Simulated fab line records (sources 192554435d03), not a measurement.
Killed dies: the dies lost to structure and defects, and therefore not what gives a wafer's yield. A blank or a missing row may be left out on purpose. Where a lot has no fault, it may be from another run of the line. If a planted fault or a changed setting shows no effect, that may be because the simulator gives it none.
fab line records ; flow n5_finfet
record: lots: 4; wafers: 12; last_day: 17
route steps=1938 shown ILD0@336 SDB@347 BEOL_M4@1111
lots that met no fault: taken from a fault-free run of the same line
start_h: hours from the record's opening day to when the first of the lot's shown wafers began ; wait_h: time in hours since the lot's previous step ; " unchanged from the row above ; L1.1+2: one row covering several wafers at once ; - no value, or no start given ; * or withheld: withheld ; < > ~ a bound
route shown NAME@n: NAME is a module with steps in the file, n the number in the route of the first one ; usual: the fault-free wafers' mean and standard deviation ; same: alike in all rows ; chamber/n: place in a boat ; sites: the reading at each site ; _std_site: standard deviation across them ; _edge_site: the outer-site mean with the inner-site mean subtracted ; radius_mm: for every site, how far away it sits from the centre of the wafer ; mask NAME#n: copy n ; behind: the last tool/chamber to shape the wafer ; hold: why the lot was held/for how many hours/how that ended ; device: the transistor (n, p or np) that didn't switch ; end of line: at the end of the route, the tests of the same wafers ; a step given without rows: its recipe and nothing more ; killed: count of dies lost to structure and defects at first sort (not the wafer's yield) ; map: a wafer's dies, marking killed ones x, the rest . and places with no die _
set.NAME: the setting the step ran with; set.NAME@STEP: the setting that earlier step ran with ; model.NAME: the simulator's own value behind a step, which no gauge read
certain route steps with their lots: each step a table, each wafer a row
services: a tool's chamber out of use, with start hour (start_h, from the record's first day; less than 0 if before it), hours out, and reason
== steps ==
step: N5_ILD0_FCVD_FILL_01
recipe: material: SiO2_flowable; target_thk_a: 2000; temp_c: 100; pressure_torr: 0.8; rf_w: 2000; time_s: 328.3
step: N5_ILD0_CURE_02
recipe: temp_c: 450; time_s: 1800; ambient: steam; idle_temp_c: 400; ramp_up_c_per_min: 5; ramp_down_c_per_min: 3; densification_p_h2o_torr: 640
step: N5_ILD0_CMP_03
recipe: stop_on: SiNx; t_overpolish_s: 1.9; post_cmp_clean: alkaline_brush; down_force_psi: 4.1491; platen_rpm: 51.796; pad_velocity_m_s: 1.0306; target_thk_nm: 197.38
step: N5_ILD0_CMP_07
recipe: stop_on: poly-Si; material: SiO2_flowable; t_overpolish_s: 1.18; post_cmp_clean: alkaline_brush; down_force_psi: 4.1491; platen_rpm: 51.796; pad_velocity_m_s: 1.0306; target_thk_nm: 138.88
step: N5_ILD0_PRECLEAN_10
recipe: chemistry: NF3:NH3; afs_cycles: 5; time_s: 20; temp_c: 30; sublimation_temp_c: 180; sublimation_time_s: 60; pressure_torr: 3; rf_power_w: 30
step: N5_ILD0_ALD_15
recipe: material: SiNx; target_thk_a: 240; temp_c: 400; ald_precursor_family: SiH2I2; ald_co_reactant: N2/H2-plasma; pulse_time_s: 1; ald_cycles: 480; purge_time_s: 2; co_reactant_purge_time_s: 2; pressure_torr: 2
step: N5_ILD0_CMP_12
recipe: stop_on: poly-Si; material: SiNx; t_overpolish_s: 6; post_cmp_clean: alkaline_brush; down_force_psi: 2.5; platen_rpm: 51.8; pad_velocity_m_s: 1.0307; target_thk_nm: 17.67
step: N5_SDB_HM_DEP_00
recipe: material: SiNx; target_thk_a: 400; temp_c: 400; precursor: SiH4/NH3/N2; pressure_torr: 1.5; rf_w: 300; time_s: 35.3
step: N5_SDB_COAT_03
recipe: resist: SOC; temp_c: 250; time_s: 60; spin_rpm: 1500; resist_thk_nm: 100
usual: spin_speed_rpm: 1500.1/0.92
lot.wafer;tool;chamber;start_h;wait_h;spin_speed_rpm;model.SOC_of_SDB_COAT_03.thk_nm
L622.1;litho_track-04;0;78.87;0.1;1500.0;100
L622.2;litho_track-04;0;78.87;0.1;1501.4;100.2
L622.4;litho_track-04;0;78.87;0.1;1499.8;100
L628.2;litho_track-04;0;113.45;0.1;1661.6;95.4
L628.3;litho_track-04;0;113.45;0.1;1663.3;95.2
L628.5;litho_track-04;0;113.45;0.1;1661.2;95.2
L630.3;litho_track-04;0;125.94;0.1;1663.7;95
L630.4;litho_track-04;0;125.94;0.1;1662.9;95.2
L630.5;litho_track-04;0;125.94;0.1;1664.0;95.2
L641.1;litho_track-05;0;191.07;0.1;1498.5;100
L641.3;litho_track-05;0;191.07;0.1;1499.9;100
L641.6;litho_track-05;0;191.07;0.1;1499.7;100
step: N5_SDB_COAT_04
recipe: resist: SiARC; temp_c: 220; time_s: 60; spin_rpm: 1500; resist_thk_nm: 18
step: N5_SDB_COAT_05
recipe: resist: CAR-ArF; spin_rpm: 1500; resist_thk_nm: 90
step: N5_SDB_EBR_07
recipe: solvent: PGMEA; ebr_width_mm: 1.5
step: N5_SDB_SOFTBAKE_06
recipe: temp_c: 110; time_s: 60; resist: CAR-ArF
step: N5_SDB_EXPOSE_08
recipe: mask_id: SDB; na: 1.35; source_shape: conventional; sigma_outer: 0.5; polarization: unpolarized; dose_mj: 49.6
step: N5_SDB_PEB_09
recipe: peb_temp_c: withheld; peb_time_s: 60; resist: CAR-ArF
step: N5_SDB_DEVELOP_10
recipe: develop_time_s: 30; developer: TMAH; resist: CAR-ArF; rinse_liquid: diw; dry: air_spin; dev_temp_c: 23
step: N5_SDB_DESCUM_16
recipe: chemistry: O2; time_s: 7.9; source_power_w: 50; bias_power_w: 20; pressure_mtorr: 20; rf_frequency_hz: 2.712e+07; temp_c: 40; resist: CAR-ArF; o2_flow_sccm: 225
step: N5_SDB_ETCH_17
recipe: chemistry: CF4; target: SiARC; target_depth_a: 234; mask_material: CAR-ArF; time_s: 39; ion_energy_ev: 80; pressure_mtorr: 40; source_w: 545; bias_w: 36; Ar_flow_sccm: 100; cf4_flow_sccm: 100; ends: cleared
step: N5_SDB_ETCH_18
recipe: chemistry: N2/H2; target: SOC; target_depth_a: 1000; overetch_a: 200; mask_material: SiARC; temp_c: 40; time_s: 150; ion_energy_ev: 200; pressure_mtorr: 30; source_w: 840; bias_w: 150; n2_flow_sccm: 200; h2_flow_sccm: 200
usual: drypump_motor_current_A: 5.9/0.43; oes_product_au: 0.71/0.079; rf_vpp_V: 524.2/2.8; showerhead_plenum_p_Torr: 2.56/0.096; temp_c: 39.99/0.12; throttle_valve_pct: 17.69/0.25
lot.wafer;tool;chamber;start_h;wait_h;drypump_motor_current_A;oes_product_au;rf_hours_counter_h;rf_vpp_V;showerhead_plenum_p_Torr;temp_c;throttle_valve_pct;model.etch.depth_nm
L622.1;rie_diel-06;1;79.28;0.0;6.5;0.82;28;528.6;2.71;40.13;17.67;99.96
L622.2;rie_diel-06;2;79.28;0.0;5.6;0.71;115;520.5;2.46;40.07;17.77;100.3
L622.4;rie_diel-06;1;79.28;0.0;6.5;0.82;-;529.8;2.71;40.19;17.66;100
L628.2;rie_diel-05;3;113.98;0.0;5.9;0.59;215;522.4;2.52;39.91;17.96;95.48
L628.3;rie_diel-05;0;113.98;0.0;5.1;0.60;252;520.6;2.40;39.92;18.25;95.16
L628.5;rie_diel-05;0;113.98;0.0;5.1;0.61;-;520.3;2.40;40.02;18.25;95.15
L630.3;rie_diel-05;2;126.47;0.0;5.8;0.84;4;525.7;2.61;40.03;17.13;95.1
L630.4;rie_diel-05;1;126.47;0.0;5.6;0.66;-;526.0;2.67;39.86;17.56;95.3
L630.5;rie_diel-05;3;126.47;0.0;5.9;0.59;-;522.3;2.52;39.71;17.95;95.28
L641.1;rie_diel-04;3;191.48;0.0;5.6;0.83;11;525.1;2.60;39.87;17.42;99.99
L641.3;rie_diel-04;2;191.48;0.0;5.9;0.72;97;523.9;2.57;39.82;18.04;100.1
L641.6;rie_diel-04;2;191.48;0.0;5.9;0.72;-;523.5;2.57;39.91;18.05;99.97
step: N5_SDB_STRIP_19
recipe: chemistry: N2/H2; temp_c: 40; n2_flow_sccm: 200; h2_flow_sccm: 200; rf_frequency_hz: 6e+07
step: N5_SDB_STRIP_21
recipe: chemistry: CF4; resist: SiARC; power_w: 300; bias_power_w: 75; pressure_mtorr: 50; cf4_flow_sccm: 150; rf_frequency_hz: 6e+07
step: N5_SDB_HM_OPEN_20
recipe: chemistry: CH3F/O2; target: SiNx; mask_material: SOC; target_depth_a: 240; stop_on: poly-Si; over_etch_frac: 0.4; ion_energy_ev: 120; pressure_mtorr: 30; source_w: 395; bias_w: 73; Ar_flow_sccm: 150; CH3F_flow_sccm: 30; O2_flow_sccm: 20
usual: drypump_motor_current_A: 5.9/0.43; oes_product_au: 0.66/0.074; rf_vpp_V: 298.3/2.9; showerhead_plenum_p_Torr: 2.01/0.076; throttle_valve_pct: 16.21/0.23
lot.wafer;tool;chamber;start_h;wait_h;drypump_motor_current_A;oes_product_au;rf_hours_counter_h;rf_vpp_V;showerhead_plenum_p_Torr;throttle_valve_pct;model.SOC_of_SDB_COAT_03.thk_nm
L622.1;rie_diel-06;1;79.43;0.0;6.4;0.75;28;297.2;2.13;16.14;84
L622.2;rie_diel-06;2;79.43;0.0;5.7;0.65;115;295.7;1.93;16.29;84.2
L622.4;rie_diel-06;1;79.43;0.0;6.4;0.75;-;298.0;2.13;16.15;84
L628.2;rie_diel-05;3;114.14;0.0;5.9;0.56;215;299.7;1.98;16.48;79.6
L628.3;rie_diel-05;0;114.14;0.0;5.1;0.59;252;293.6;1.89;16.72;79.4
L628.5;rie_diel-05;0;114.14;0.0;5.0;0.58;-;291.8;1.89;16.72;79.6
L630.3;rie_diel-05;2;126.62;0.0;5.8;0.79;4;297.1;2.04;15.69;78.8
L630.4;rie_diel-05;1;126.62;0.0;5.7;0.64;-;301.5;2.10;16.10;79.2
L630.5;rie_diel-05;3;126.62;0.0;5.9;0.56;-;298.9;1.98;16.51;79.4
L641.1;rie_diel-04;3;191.63;0.0;5.6;0.76;11;300.6;2.05;15.93;83.6
L641.3;rie_diel-04;2;191.63;0.0;5.9;0.67;97;299.9;2.02;16.49;84.2
L641.6;rie_diel-04;2;191.63;0.0;5.9;0.67;-;300.4;2.02;16.49;83.8
step: N5_SDB_STRIP_22
recipe: chemistry: N2/H2; power_w: 1000; temp_c: 250; h2_frac: 0.65; overash_fraction: 0.3; pressure_mtorr: withheld; n2_flow_sccm: 1750; h2_flow_sccm: 3250
usual: drypump_motor_current_A: 5.9/0.44; heater_power_w: 373/24; oes_product_au: 0.716/0.0045; strip_time_to_endpoint_s: 96.4/0.33; temp_c: 249.99/0.18
lot.wafer;tool;chamber;start_h;wait_h;drypump_motor_current_A;heater_power_w;oes_product_au;rf_hours_counter_h;strip_time_to_endpoint_s;temp_c
L622.1;plasma_asher-02;0;79.52;0.1;5.5;380;0.713;74;96.2;250.32
L622.2;plasma_asher-02;1;79.52;0.1;6.2;381;0.720;74;96.4;250.00
L622.4;plasma_asher-02;1;79.52;0.1;6.2;382;0.716;-;96.3;249.95
L628.2;plasma_asher-02;0;114.22;0.1;5.5;390;0.716;82;92.1;250.13
L628.3;plasma_asher-02;0;114.22;0.1;5.5;383;0.707;-;91.9;250.19
L628.5;plasma_asher-02;0;114.22;0.1;5.5;385;0.709;-;92.0;250.43
L630.3;plasma_asher-02;0;126.74;0.1;5.5;394;0.711;-;91.4;249.67
L630.4;plasma_asher-02;1;126.74;0.1;6.2;380;0.710;-;91.7;249.76
L630.5;plasma_asher-02;1;126.74;0.1;6.2;385;0.713;-;91.9;249.91
L641.1;plasma_asher-02;1;191.71;0.1;6.2;387;0.720;97;95.8;249.96
L641.3;plasma_asher-02;0;191.71;0.1;5.5;386;0.716;-;96.4;250.20
L641.6;plasma_asher-02;0;191.71;0.1;5.5;385;0.708;-;96.1;250.15
step: N5_SDB_PRECLEAN_23
recipe: chemistry: dHF; time_s: 30; temp_c: 25; dilution: withheld
step: N5_BEOL_M4_RC_MEAS_101
usual: DIBL_N: 36.3/1.4; DIBL_P: 36.2/1.5; IOFF_N: 0.160/0.021; IOFF_P: 0.211/0.027; ION_N: 676/7.7; ION_P: 463/5.5; SS_N: 71.4/0.57; SS_P: 73.3/0.58; VT_N: 249.3/2.5; VT_P: -250.1/2.6
lot.wafer;tool;chamber;start_h;wait_h;DIBL_N[mV/V];DIBL_P[mV/V];IOFF_N[nA/um];IOFF_P[nA/um];ION_N[uA/um];ION_P[uA/um];SS_N[mV/dec];SS_P[mV/dec];VT_N[mV];VT_P[mV]
L622.1;prober-01;0;186.17;0.0;35.0;34.9;0.153;0.194;679;465;71.6;73.1;251.5;-250.2
L622.2;prober-01;0;186.17;0.0;38.0;39.2;0.222;0.272;688;474;72.5;73.7;245.6;-248.3
L622.4;prober-01;0;186.17;0.0;36.8;37.9;0.192;0.233;690;462;71.9;73.1;247.1;-247.0
L628.2;prober-01;0;217.92;0.2;36.6;37.9;0.185;0.239;675;461;70.8;73.7;243.7;-249.4
L628.3;prober-01;0;217.92;0.2;34.5;34.7;0.143;0.185;673;455;70.3;73.4;251.5;-248.6
L628.5;prober-01;0;217.92;0.2;36.2;38.0;0.179;0.235;693;471;70.7;73.3;248.7;-246.9
L630.3;prober-01;0;245.09;0.3;35.3;35.3;0.138;0.194;680;466;70.9;72.7;251.1;-250.0
L630.4;prober-01;0;245.09;0.3;36.2;36.0;0.149;0.209;673;462;71.2;73.4;249.0;-248.5
L630.5;prober-01;0;245.09;0.3;36.6;36.2;0.152;0.203;666;458;71.2;73.4;251.2;-249.7
L641.1;prober-01;0;300.62;0.0;35.0;36.0;0.140;0.211;667;465;71.1;72.8;250.3;-250.5
L641.3;prober-01;0;300.62;0.0;36.2;38.5;0.167;0.231;676;462;71.1;73.8;247.4;-247.8
L641.6;prober-01;0;300.62;0.0;33.9;35.6;0.123;0.192;664;462;71.1;73.3;253.1;-251.2
== services ==
tool;chamber;start_h;hours;kind
rie_diel-04;1;104.02;9.3;repair
rie_diel-05;2;104.20;-;clean
rie_diel-05;2;104.20;-;consumable_replace:focus_ring
rie_diel-05;2;104.20;12.5;scheduled_down
rie_diel-05;2;104.20;12.5;vent_cycle
rie_diel-05;0;116.69;-;clean
rie_diel-05;0;116.69;-;consumable_replace:focus_ring
rie_diel-05;0;116.69;-;consumable_replace:showerhead
rie_diel-05;0;116.69;19.2;scheduled_down
rie_diel-05;0;116.69;19.2;vent_cycle
rie_diel-05;2;132.80;6.0;repair
rie_diel-04;3;137.04;-;clean
rie_diel-04;3;137.04;-;consumable_replace:focus_ring
rie_diel-04;3;137.04;17.2;scheduled_down
rie_diel-04;3;137.04;17.2;vent_cycle
== key ==
first_sign: step: N5_SDB_COAT_03; reading: spin_speed_rpm; direction: up; sigmas: 99+; usual: *; struck: *
effect: step: N5_SDB_STRIP_22; reading: strip_time_to_endpoint_s; direction: down; sigmas: 14; usual: *; struck: *
model_effect: step: N5_SDB_COAT_03; value: SOC_of_SDB_COAT_03.thk_nm; without: 100.3; struck: 95.2
model_effect: step: N5_SDB_ETCH_18; value: etch.depth_nm; without: 100.3; struck: 95.24
model_effect: step: N5_SDB_HM_OPEN_20; value: SOC_of_SDB_COAT_03.thk_nm; without: 84.33; struck: 79.33
met_at N5_SDB_COAT_03
struck_wafers L628.2,L628.3,L628.5,L630.3,L630.4,L630.5
onset_between 78.87 113.45
fault: kind: process_parameter_drift; tool: litho_track-04; chamber: -; onset_h: 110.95; steps: N5_SDB_COAT_03; channel: spin_rpm; offset: *; shape: step; end_h: 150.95; acts_in: *; stated: *
